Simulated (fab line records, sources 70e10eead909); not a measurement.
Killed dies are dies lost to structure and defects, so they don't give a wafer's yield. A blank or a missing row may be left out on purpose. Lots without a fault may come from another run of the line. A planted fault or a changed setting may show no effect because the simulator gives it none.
fab line records | flow nand_harc
record lots=12 wafers=36 last_day=24
route steps=1159 shown P_GATE@172 P_CONTACT@219 END@1159
lots that met no fault: from a run of the same line without faults
start_h: hours from the record's first day to the start of the lot's first wafer shown | wait_h: hours since the lot's step before | " the same as in the row above | L1.1+2: a row that stands for several wafers | - no value, or no start given | * or withheld: withheld | < > ~ a bound
route shown NAME@n: a module of which the file shows steps, and the number in the route of the first | usual: mean/standard deviation of fault-free wafers | same: alike in all rows | chamber/n: place in a boat | sites: the reading at each site | _std_site: their standard deviation | _edge_site: outer sites' mean less inner sites' | radius_mm: how far each site lies from the wafer's centre | mask NAME#n: copy n | behind: the tool/chamber that last shaped the wafer | hold: why the lot was held/for how many hours/how that ended | device: the transistor (n, p or np) that didn't switch | end of line: the same wafers' tests at the end of the route | a step without rows: its recipe alone | killed: dies lost to structure and defects at the first sort, not the wafer's yield | map: a wafer's dies, x killed, . not, _ none there
set.NAME: the setting as run; set.NAME@STEP: as run at that earlier step | model.NAME: the simulator's own value behind a step, which no gauge read
steps of the route over a sample of lots; a table a step, a row a wafer
services: from which hour (start_h, from the record's first day; less than 0 if before it) a tool's chamber was out of use, for how many hours, and why
## steps
# step NHARC_P_GATE_DESCUM_48
# recipe time_s=3 o2_flow_sccm=200 ar_flow_sccm=0 bias_power_w=0 chemistry=O2
# usual drypump_motor_current_A=5.80/0.26 oes_product_au=1.001/0.008 rf_vpp_V=57.8/0.9 showerhead_plenum_p_Torr=1.95/0.085 throttle_valve_pct=11.311/0.0082
# columns lot.wafer tool chamber start_h wait_h drypump_motor_current_A oes_product_au rf_hours_counter_h rf_vpp_V showerhead_plenum_p_Torr throttle_valve_pct
L591.4 rie_diel-07 1 106.88 - 5.57 0.990 15 56.7 1.81 11.310
L591.2 " 0 " " 6.20 0.988 17 56.4 1.78 11.299
L591.6 " 1 " " 5.62 0.986 - 56.7 1.81 11.304
L593.1 rie_diel-10 0 119.08 - 5.30 0.992 20 58.3 2.03 11.313
L593.2 " 2 " " 6.07 1.014 18 58.5 1.99 11.318
L593.5 " 0 " " 5.32 1.006 - 58.3 2.03 11.326
L596.3 rie_diel-03 3 124.99 - 6.05 1.015 29 58.3 1.99 11.310
L596.2 " 2 " " 5.75 0.997 31 58.8 1.97 11.303
L596.6 " 0 " " 5.49 0.997 - 57.6 1.96 11.306
L595.3 rie_diel-10 2 125.45 - 6.02 1.006 19 57.9 1.99 11.323
L595.1 " 1 " " 5.62 1.002 21 58.5 1.92 11.309
L595.6 " 2 " " 6.02 0.997 - 57.3 1.99 11.319
L594.3 rie_diel-03 3 128.97 - 6.03 1.002 30 57.5 1.99 11.310
L594.4 " 0 " " 5.48 1.001 30 57.3 1.96 11.317
L594.2 " 1 " " 5.79 0.989 31 58.3 2.07 11.321
L597.3 rie_diel-07 3 145.60 - 5.71 0.998 30 57.5 1.98 11.309
L597.4 " 1 " " 5.55 0.995 28 58.2 1.81 11.310
L597.2 " 2 " " 6.03 1.001 27 56.7 1.83 11.307
L599.1 rie_diel-03 3 160.93 - 6.07 1.005 47 58.4 1.98 11.309
L599.2 " 2 " " 5.74 1.005 48 57.9 1.97 11.325
L599.5 " 2 " " 5.74 1.002 - 57.4 1.97 11.302
L600.3 rie_diel-10 3 164.81 - 5.89 0.992 24 57.5 2.05 11.301
L600.5 " 1 " " 5.63 1.009 - 56.1 1.92 11.311
L600.6 " 2 " " 6.06 1.000 - 57.2 1.99 11.304
L603.1 rie_diel-07 3 184.06 - 5.72 1.001 46 57.7 1.97 11.294
L603.4 " 0 " " 6.29 0.995 47 57.3 1.78 11.309
L603.5 " 3 " " 5.68 1.004 - 57.3 1.97 11.318
L611.3 rie_diel-03 3 226.23 - 6.07 0.998 1 58.3 1.98 11.317
L611.1 " 1 " " 5.74 0.985 1 58.4 2.06 11.325
L611.2 " 2 " " 5.73 0.987 1 60.0 1.96 11.322
L609.1 rie_diel-03 1 232.43 - 5.80 0.992 3 58.8 2.06 11.310
L609.3 " 2 " " 5.77 0.999 4 57.6 1.96 11.308
L609.4 " 2 " " 5.73 0.996 - 59.4 1.96 11.315
L613.1 rie_diel-10 0 240.86 - 5.30 0.999 12 58.6 2.03 11.312
L613.3 " 1 " " 5.62 1.002 14 57.2 1.91 11.313
L613.5 " 3 " " 5.88 0.996 - 57.7 2.04 11.321
# step NHARC_P_GATE_STRIP_112
# recipe power_w=1500 temp_c=110 time_s=200 chemistry=N2/H2
# usual drypump_motor_current_A=6.0/0.32 heater_power_w=81/5.4
# columns lot.wafer tool chamber start_h wait_h drypump_motor_current_A heater_power_w rf_hours_counter_h
L591.2 plasma_asher-01 0 109.01 0.2 6.2 74 0
L591.4 " 0 " " 6.3 75 -
L591.6 " 1 " " 5.6 87 -
L593.1 plasma_asher-01 0 121.22 0.2 6.3 75 4
L593.2 " 1 " " 5.6 88 4
L593.5 " 1 " " 5.6 88 -
L596.2 plasma_asher-02 1 127.12 0.2 6.4 78 40
L596.3 " 1 " " 6.4 84 -
L596.6 " 1 " " 6.4 78 -
L595.1 plasma_asher-02 0 127.57 0.2 5.9 82 40
L595.3 " 0 " " 5.9 83 -
L595.6 " 0 " " 5.9 82 -
L594.2 plasma_asher-01 0 131.65 0.2 6.3 74 6
L594.3 " 0 " " 6.3 73 -
L594.4 " 1 " " 5.6 88 -
L597.2 plasma_asher-01 0 147.76 0.2 6.2 75 12
L597.4 " 1 " " 5.6 87 -
L597.3 " 0 " " 6.3 74 -
L599.1 plasma_asher-02 1 163.16 0.2 6.4 79 51
L599.2 " 0 " " 5.9 80 51
L599.5 " 0 " " 5.9 82 -
L600.3 plasma_asher-01 0 167.03 0.3 6.3 74 -
L600.6 " 1 " " 5.6 88 -
L600.5 " 0 " " 6.3 73 -
L603.1 plasma_asher-01 1 187.06 0.8 5.6 87 26
L603.4 " 0 " " 6.3 73 -
L603.5 " 0 " " 6.3 75 -
L611.1 plasma_asher-01 1 228.42 0.2 5.6 89 41
L611.2 " 0 " " 6.3 74 41
L611.3 " 0 " " 6.3 73 -
L609.1 plasma_asher-01 1 235.14 0.2 5.6 85 43
L609.4 " 1 " " 5.6 86 -
L609.3 " 0 " " 6.2 75 -
L613.1 plasma_asher-01 1 242.90 0.2 5.6 90 47
L613.3 " 1 " " 5.6 89 -
L613.5 " 1 " " 5.6 87 -
# step NHARC_P_GATE_INSPECT_68
# usual raw_defect_count=199/75
# columns lot.wafer tool chamber start_h wait_h raw_defect_count
L591.2 defect_inspect-01 - 113.28 0.1 178
L591.4 " - " " 150
L591.6 " - " " 165
L593.1 defect_inspect-01 - 125.34 0.2 209
L593.2 " - " " 209
L593.5 " - " " 134
L596.2 defect_inspect-02 - 131.74 0.2 197
L596.3 " - " " 235
L596.6 " - " " 156
L595.1 defect_inspect-02 - 131.96 0.2 268
L595.3 " - " " 176
L595.6 " - " " 201
L594.2 defect_inspect-01 - 135.83 0.2 77
L594.3 " - " " 165
L594.4 " - " " 111
L597.2 defect_inspect-02 - 152.15 0.1 200
L597.3 " - " " 55
L597.4 " - " " 116
L599.1 defect_inspect-01 - 167.29 0.2 1067
L599.2 " - " " 208
L599.5 " - " " 238
L600.3 defect_inspect-02 - 171.04 0.1 112
L600.5 " - " " 115
L600.6 " - " " 183
L603.1 defect_inspect-02 - 191.72 0.2 248
L603.4 " - " " 232
L603.5 " - " " 217
L611.1 defect_inspect-01 - 232.73 0.2 162
L611.2 " - " " 125
L611.3 " - " " 318
L609.1 defect_inspect-02 - 239.27 0.2 145
L609.3 " - " " 143
L609.4 " - " " 97
L613.1 defect_inspect-01 - 247.11 0.2 184
L613.3 " - " " 220
L613.5 " - " " 176
# step NHARC_P_CONTACT_CMP_01
# recipe target_thk_nm=200 material=SiO2
# usual motor_current_A=11.7/1.5 slurry_filter_dp_kPa=13.49/0.13
# columns lot.wafer tool chamber start_h wait_h motor_current_A slurry_filter_dp_kPa
L591.2 cmp-03 0 114.18 - 15.8 13.50
L591.4 " 3 " " 11.5 13.42
L591.6 " 0 " " 15.0 13.41
L593.1 cmp-04 0 126.12 - 9.7 13.57
L593.2 " 2 " " 12.8 13.21
L593.5 " 0 " " 10.2 13.57
L596.3 cmp-04 2 132.54 - 12.9 13.31
L596.2 " 0 " " 9.5 13.49
L596.6 " 1 " " 11.7 13.46
L595.3 cmp-02 2 132.77 - 11.7 13.30
L595.1 " 0 " " 9.9 13.38
L595.6 " 1 " " 13.6 13.42
L594.2 cmp-02 3 136.63 - 10.6 13.44
L594.4 " 0 " " 10.3 13.63
L594.3 " 1 " " 13.7 13.62
L597.3 cmp-03 2 153.18 0.4 12.1 13.51
L597.4 " 3 " " 12.0 13.59
L597.2 " 1 " " 11.0 13.54
L599.2 cmp-02 2 168.06 - 11.9 13.48
L599.1 " 1 " " 13.6 13.42
L599.5 " 3 " " 10.0 13.49
L600.3 cmp-04 1 171.87 - 12.1 13.59
L600.5 " 3 " " 9.8 13.57
L600.6 " 0 " " 10.1 13.66
L603.1 cmp-04 2 193.02 - 13.2 13.49
L603.4 " 3 " " 10.5 13.34
L603.5 " 1 " " 12.1 13.50
L611.2 cmp-02 3 233.67 - 11.0 13.41
L611.1 " 1 " " 14.2 13.41
L611.3 " 2 " " 10.8 13.29
L609.3 cmp-03 3 240.05 - 11.5 13.77
L609.4 " 1 " " 11.1 13.48
L609.1 " 2 " " 12.6 13.58
L613.3 cmp-03 2 248.17 0.4 12.6 13.41
L613.1 " 3 " " 11.9 13.44
L613.5 " 1 " " 10.9 13.63
# step NHARC_P_CONTACT_OVL_MEAS_13
# usual overlay_x_nm=0.0/0.77 overlay_y_nm=-0.1/0.72
# columns lot.wafer tool chamber start_h wait_h overlay_x_nm overlay_y_nm
L591.2 overlay-02 - 115.12 - 0.0 -0.9
L591.4 " - " " 0.0 -0.5
L591.6 " - " " -0.1 -0.8
L593.1 overlay-01 - 127.04 - 0.2 1.5
L593.2 " - " " 0.6 1.3
L593.5 " - " " 0.0 1.3
L596.2 overlay-02 - 133.44 - 0.1 -1.2
L596.3 " - " " -0.2 -1.2
L596.6 " - " " 0.4 -1.0
L595.1 overlay-02 - 133.68 - 0.4 -1.1
L595.3 " - " " 0.0 -1.0
L595.6 " - " " 0.3 -1.4
L594.2 overlay-01 - 137.41 - -0.6 0.7
L594.3 " - " " -0.4 1.1
L594.4 " - " " -0.9 0.9
L597.2 overlay-01 - 154.11 - -0.7 -0.5
L597.3 " - " " -0.9 -1.0
L597.4 " - " " -0.2 -0.8
L599.1 overlay-01 - 168.98 - 1.4 0.9
L599.2 " - " " 1.8 0.3
L599.5 " - " " 1.5 0.8
L600.3 overlay-02 - 172.63 - -0.9 0.2
L600.5 " - " " -1.0 -0.1
L600.6 " - " " -0.9 0.6
L603.1 overlay-02 - 193.80 - -0.8 -0.9
L603.4 " - " " -0.8 -1.2
L603.5 " - " " -1.0 -1.1
L611.1 overlay-01 - 234.59 - -0.4 -0.5
L611.2 " - " " -1.0 -0.4
L611.3 " - " " -0.2 -0.7
L609.1 overlay-02 - 240.84 - -1.1 0.8
L609.3 " - " " -1.5 0.8
L609.4 " - " " -1.4 1.2
L613.1 overlay-01 - 248.97 - 0.8 -0.2
L613.3 " - " " 0.5 -0.3
L613.5 " - " " 1.0 -0.2
# step NHARC_END_SORT_01
# recipe temp_c=25
# usual killed_at_array=28/12 killed_at_other=0.8/1.1 killed_at_periphery=3.6/2.3 killed_dies=32/12 killed_open=3.4/1.9 killed_short=2.0/1.3
# same gross_dies=677
# columns lot.wafer tool chamber start_h wait_h killed_at_array killed_at_other killed_at_periphery killed_dies killed_open killed_short
L599.1 prober-02 0 490.47 2.5 10 3 67 80 4 1
L599.2 prober-02 0 491.28 2.8 16 1 6 23 7 4
L599.5 prober-02 0 493.71 3.7 12 1 6 19 1 5
# killed by level:class
L599.1 P_GATE:unspecified=60 P_M0:chamber_film_flake=4 A_CHANNEL_HOLE_D1:chamber_film_flake=4 THIN_TSV:chamber_film_flake=3 P_CONTACT:geometric_particle:open=1 P_M0:geometric_particle:open=1 A_CHANNEL_FILL_D1:geometric_particle:open=1 A_WL_FILL:geometric_particle:short=1
L599.2 A_CHANNEL_HOLE_D1:chamber_film_flake=5 P_M1:geometric_particle:open=2 A_WL_FILL:geometric_particle:open=2 P_STI:chamber_film_flake=2 A_WL_FILL:chamber_film_flake=2 P_M0:geometric_particle:open=1 A_ONON_D1:geometric_particle:short=1 A_CHANNEL_HOLE_D1:geometric_particle:short=1
L599.5 A_CHANNEL_HOLE_D1:chamber_film_flake=3 A_WL_FILL:geometric_particle:short=2 A_CONTACT:geometric_particle:short=2 P_STI:chamber_film_flake=2 A_STAIRCASE:chamber_film_flake=2 A_CONTACT:chamber_film_flake=2 P_M0:geometric_particle:short=1 A_CONTACT:geometric_particle:open=1
## services
# columns tool chamber start_h hours kind
plasma_asher-01 - 94.24 3.7 repair
cmp-03 - 95.92 1.3 repair
plasma_asher-01 - 99.58 9.0 pm
cmp-04 - 100.70 2.0 repair
cmp-04 - 104.30 0.8 repair
cmp-02 - 120.15 2.9 repair
rie_diel-10 - 126.92 0.3 repair
cmp-03 - 128.42 0.4 repair
cmp-02 - 128.50 4.0 pm
cmp-04 - 141.94 4.0 pm
cmp-02 - 143.04 5.9 repair
rie_diel-03 1 143.12 29.9 repair
rie_diel-03 0 148.97 56.9 repair
cmp-02 - 150.94 0.2 repair
cmp-03 - 156.00 4.0 pm
rie_diel-10 - 176.58 9.0 pm
cmp-04 - 179.44 1.1 repair
rie_diel-10 0 188.05 8.4 repair
cmp-03 - 191.11 2.5 repair
cmp-02 - 195.71 0.2 repair
cmp-02 - 202.01 1.8 repair
rie_diel-03 - 215.30 9.0 pm
rie_diel-03 0 224.77 8.1 repair
rie_diel-03 1 245.13 1.9 repair
## key
first_sign step=NHARC_P_GATE_INSPECT_68 reading=raw_defect_count direction=up sigmas=12 usual=199 struck=1067
effect step=NHARC_END_SORT_01 reading=killed_at_periphery direction=up sigmas=27 usual=3.6 struck=67
more_kills_born_at NHARC_P_GATE_STRIP_112@plasma_asher-02=60
met_at NHARC_P_GATE_STRIP_112
struck_lots L599
struck_wafers L599.1
tester_left_out L599
not_acting_at NHARC_P_GATE_DESCUM_48,NHARC_P_CONTACT_CMP_01,NHARC_P_CONTACT_OVL_MEAS_13
onset_between 127.12 163.16
fault kind=chamber_particle_source tool=plasma_asher-02 chamber=1 onset_h=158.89 steps=NHARC_P_GATE_STRIP_112 rate_per_visit_cm2=1.3135 end_h=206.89
# tester_left_out: of these lots the tester's yield and bins aren't shown, on N5 and GAA mostly nor the transistor test; their killed dies are dies lost to structure and defects alone, not to doping, threshold or leakage, so they don't give the yield
